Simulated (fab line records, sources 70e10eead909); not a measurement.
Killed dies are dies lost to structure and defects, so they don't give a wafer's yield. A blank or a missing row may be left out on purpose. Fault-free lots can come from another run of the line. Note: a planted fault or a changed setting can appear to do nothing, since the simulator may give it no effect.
Which tool was responsible?	flow nandHarc	Sampling: 15 lots, 45 wafers, 2 of 1302 route steps

WHAT EACH GAUGE READ, for each wafer
NHARC_A_M0_INSPECT_11. Usual: rawDefectCount at 81, with a standard deviation of 36.
lot	measured	on	rawDefectCount	flag
L835	day 23 10:23	defectInspect-02	121 99 120	
L832	day 23 14:30	defectInspect-01	57 68 77	
L837	day 24 09:59	defectInspect-01	102 109 115	
L836	day 24 10:58	defectInspect-01	70 69 76	
L838	day 25 09:55	defectInspect-02	62 61 65	
L839	day 25 18:07	defectInspect-02	159 178 159	
L844	day 28 18:35	defectInspect-02	43 50 47	
L847	day 29 01:50	defectInspect-02	22 19 30	
L849	day 29 10:20	defectInspect-01	36 23 32	
L848	day 29 15:32	defectInspect-02	109 104 110	
L851	day 30 18:55	defectInspect-02	39 39 32	
L850	day 30 20:41	defectInspect-02	128 119 126	
L852	day 31 03:01	defectInspect-01	83 76 73	
L853	day 32 10:26	defectInspect-01	28 22 20	
L855	day 33 04:58	defectInspect-01	58 55 48	

EACH LOT AND THE TOOL THAT RAN IT (in order: tool; ch and the chambers of the sampled wafers; start)
lot	NHARC_A_BLC_DEGAS_30
L835	pvdSputter-01, day 23 07:59
L832	pvdSputter-03, day 23 12:05
L837	pvdSputter-01, day 24 07:43
L836	pvdSputter-03, day 24 08:35
L838	pvdSputter-02, day 25 07:05
L839	pvdSputter-01, day 25 15:41
L844	pvdSputter-03, day 28 16:06
L847	pvdSputter-02, day 28 23:24
L849	pvdSputter-03, day 29 08:02
L848	pvdSputter-01, day 29 13:10
L851	pvdSputter-02, day 30 16:38
L850	pvdSputter-02, day 30 18:08
L852	pvdSputter-03, day 31 00:37
L853	pvdSputter-01, day 32 08:09
L855	pvdSputter-02, day 33 02:20
- NHARC_A_BLC_DEGAS_30: time 60 s.

AS READ BY THE TOOLS THEMSELVES (means over the sampled wafers that have a number; for cases with no such wafer, the mark the record gives instead)
NHARC_A_BLC_DEGAS_30. Usual: heaterPowerW at 490 W, with a standard deviation of 72.
lot	tool	heaterPowerW (W)	flag
L835	pvdSputter-01	517	
L832	pvdSputter-03	476	
L837	pvdSputter-01	464	
L836	pvdSputter-03	525	
L838	pvdSputter-02	466	
L839	pvdSputter-01	490	
L844	pvdSputter-03	538	
L847	pvdSputter-02	524	
L849	pvdSputter-03	432	
L848	pvdSputter-01	551	
L851	pvdSputter-02	451	
L850	pvdSputter-02	485	
L852	pvdSputter-03	514	
L853	pvdSputter-01	539	
L855	pvdSputter-02	483	

THE ANSWER, worked out from the rows above alone
Rule: take the mean of a lot's wafers that have a number; if it is more than 3 standard deviations from the usual mean, the lot is off. A lot without any number at a reading at which 4 lots or more have one is off too. The other lots that the step has rows for count as sound. The gauges are gone through in route order, then the tools' own readings, and for those a lot's mean is taken as printed above. At the first step where some lot is off, the reading lying furthest off is the one used; lots without a number count as furthest.
No lot is off on any of the readings shown, so nothing can be concluded from this.

WHAT THE SIMULATOR HAD INSERTED
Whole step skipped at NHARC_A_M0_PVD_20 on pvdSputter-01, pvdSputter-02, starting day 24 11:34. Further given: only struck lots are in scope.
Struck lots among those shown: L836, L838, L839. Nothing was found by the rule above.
